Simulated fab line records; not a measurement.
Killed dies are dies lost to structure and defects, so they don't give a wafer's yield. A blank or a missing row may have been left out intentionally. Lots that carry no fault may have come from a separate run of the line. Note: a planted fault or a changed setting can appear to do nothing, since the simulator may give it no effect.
Matching of chambers || flow n5-finfet || N5_BEOL_M0_SAQP_ALD_48 on ald-sin-03 has 4 sister chambers
The step deposits SiO2, target thk 20 nm, pulse time 1 s, co reactant pulse time 1 s. 4 wafers are shown with their chamber, then 9 later ones without.

== WAFERS PAIRED WITH THEIR CHAMBERS ==
{"wafer": "L084.5", "chamber": 0, "heater-power-w (W)": 74}
{"wafer": "L085.1", "chamber": 3, "heater-power-w (W)": 89}
{"wafer": "L089.3", "chamber": 2, "heater-power-w (W)": 74}
{"wafer": "L089.6", "chamber": 1, "heater-power-w (W)": 75}

== WAFERS WHOSE CHAMBER IS MISSING ==
{"wafer": "L091.2", "heater-power-w (W)": 71}
{"wafer": "L091.3", "heater-power-w (W)": 73}
{"wafer": "L091.5", "heater-power-w (W)": 76}
{"wafer": "L092.2", "heater-power-w (W)": 73}
{"wafer": "L092.4", "heater-power-w (W)": 73}
{"wafer": "L092.5", "heater-power-w (W)": 89}
{"wafer": "L093.1", "heater-power-w (W)": 86}
{"wafer": "L093.5", "heater-power-w (W)": 73}
{"wafer": "L093.6", "heater-power-w (W)": 88}

== WHICH CHAMBER EACH WENT THROUGH ==
{"wafer": "L091.2", "from the rows above": "can't be placed: 0 or 2 or 1", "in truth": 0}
{"wafer": "L091.3", "from the rows above": "can't be placed: 0 or 2 or 1", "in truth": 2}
{"wafer": "L091.5", "from the rows above": "can't be placed: 1 or 0 or 2", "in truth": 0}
{"wafer": "L092.2", "from the rows above": "can't be placed: 0 or 2 or 1", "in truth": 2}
{"wafer": "L092.4", "from the rows above": "can't be placed: 0 or 2 or 1", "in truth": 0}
{"wafer": "L092.5", "from the rows above": 3, "in truth": 3}
{"wafer": "L093.1", "from the rows above": 3, "in truth": 3}
{"wafer": "L093.5", "from the rows above": "can't be placed: 0 or 2 or 1", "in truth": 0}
{"wafer": "L093.6", "from the rows above": 3, "in truth": 3}
3 of 9 placed correctly. These rows do not allow placing 6 (true chamber among the candidates in 6). 0 placed wrongly.
How it was worked out, from the rows above alone: a wafer's distance from a chamber is the root of the sum, over the readings, of the square of ((its reading less the chamber's mean) divided by the reading's scatter). If the next closest chamber is less than 2 further off than the closest, the wafer can't be placed; otherwise it belongs to the closest. A chamber's mean is the mean of its shown wafers. The scatter: with one shown wafer a chamber, the root of the mean of the squares of how far each hidden wafer lies from its nearest shown one.
